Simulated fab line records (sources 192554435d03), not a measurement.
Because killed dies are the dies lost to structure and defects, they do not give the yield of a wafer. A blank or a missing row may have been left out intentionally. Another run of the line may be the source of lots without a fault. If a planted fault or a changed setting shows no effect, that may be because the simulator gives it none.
Which of the tools did it? ; flow n5-finfet ; 9 lots (26 wafers sampled), 1 step of a 1938-step route

== WHAT THE GAUGES READ, wafer by wafer ==
N5_BEOL_M4_RC_MEAS_101.
lot;measured;on;DIBL_N (mV/V);DIBL_P (mV/V);IOFF_N (nA/um);IOFF_P (nA/um);ION_N (uA/um);ION_P (uA/um);SS_N (mV/dec);SS_P (mV/dec);VT_N (mV);VT_P (mV)
L760;day 7 23:18;prober-02;40.3 37.1 43.8;40.9 35.4 44.8;0.23 0.15 0.36;0.31 0.21 0.42;680 676 712;471 464 478;72.2 71.3 73.7;74.8 73.7 76.2;243 251 240;-246 -251 -243
L763;day 8 22:55;prober-02;37.5 36.0 41.5;37.8 36.8 43.3;0.18 0.16 0.27;0.19 0.18 0.28;682 676 694;454 453 461;72.0 71.0 73.1;73.1 73.5 75.4;248 249 244;-252 -254 -246
L766;day 9 08:11;prober-02;35.3 38.5 39.3;36.6 39.5 40.8;0.15 0.22 0.23;0.19 0.25 0.27;670 703 706;458 474 471;71.4 72.1 72.3;73.1 73.8 74.8;253 245 248;-255 -251 -249
L765;day 9 09:13;prober-01;36.5 34.8 40.1;38.2 36.0 43.2;0.19 0.14 0.28;0.25 0.21 0.37;691 653 701;469 455 483;72.1 71.9 72.7;73.1 71.4 74.5;246 251 242;-247 -248 -242
L771;day 10 19:25;prober-01;37.4 37.1;35.9 36.5;0.17 0.15;0.19 0.20;670 650;458 450;71.4 71.0;73.9 72.9;247 252;-251 -251
L772;day 11 08:12;prober-02;32.2 39.6 37.6;32.4 41.7 38.2;0.11 0.26 0.19;0.18 0.34 0.26;655 701 678;460 478 465;70.1 71.5 72.0;72.2 75.0 73.4;256 240 247;-253 -244 -245
L777;day 12 22:21;prober-02;33.5 36.2 37.3;30.7 35.0 35.0;0.10 0.14 0.16;0.13 0.18 0.18;640 664 666;440 452 448;71.0 71.2 72.1;72.3 73.1 73.3;257 250 250;-258 -254 -253
L778;day 12 22:43;prober-01;32.3 36.5 32.7;33.6 38.5 34.1;0.11 0.18 0.12;0.14 0.20 0.14;657 679 663;445 458 449;71.2 72.3 71.1;72.2 73.7 72.2;256 249 254;-257 -252 -258
L779;day 13 00:56;prober-02;36.2 37.1 35.3;33.2 35.2 33.1;0.15 0.17 0.13;0.18 0.21 0.18;670 676 677;456 454 466;71.6 71.7 70.6;72.5 72.8 73.1;253 250 252;-253 -253 -250

== TOOL THAT RAN EACH LOT (tool first, then ch and the chambers of the sampled wafers, then the start) ==
No process step before these readings appears in the record.

== WHAT THE TOOLS THEMSELVES READ (means of the sampled wafers that have a number; where no wafer has one, the mark that the record gives instead) ==
The record holds no such reading with a usual standard deviation.

== THE ANSWER, worked out from the rows above alone ==
Rule: the usual values come from the lots themselves. The widest of any qualifying gaps counts: lots, ordered by their means at a reading, are off when they make up no more than a third of the lots, leave a main group of 4 or more, and stand apart from it by 3 or more times the standard deviation of that group's means. If all means in a main group match to the digits the tables above print for the reading, that group is not used. A lot without any number at a reading at which 4 lots or more have one is off too. All remaining lots with rows at the step are treated as sound. The gauges are gone through in route order, then the tools' own readings, and for those a lot's mean is taken as printed above. The first step at which some lot is off is used, and at that step the reading that is off furthest; a lot without a number counts as furthest.
No lot is off at any reading shown: from this, nothing can be told.

== WHAT THE SIMULATOR HAD INSERTED ==
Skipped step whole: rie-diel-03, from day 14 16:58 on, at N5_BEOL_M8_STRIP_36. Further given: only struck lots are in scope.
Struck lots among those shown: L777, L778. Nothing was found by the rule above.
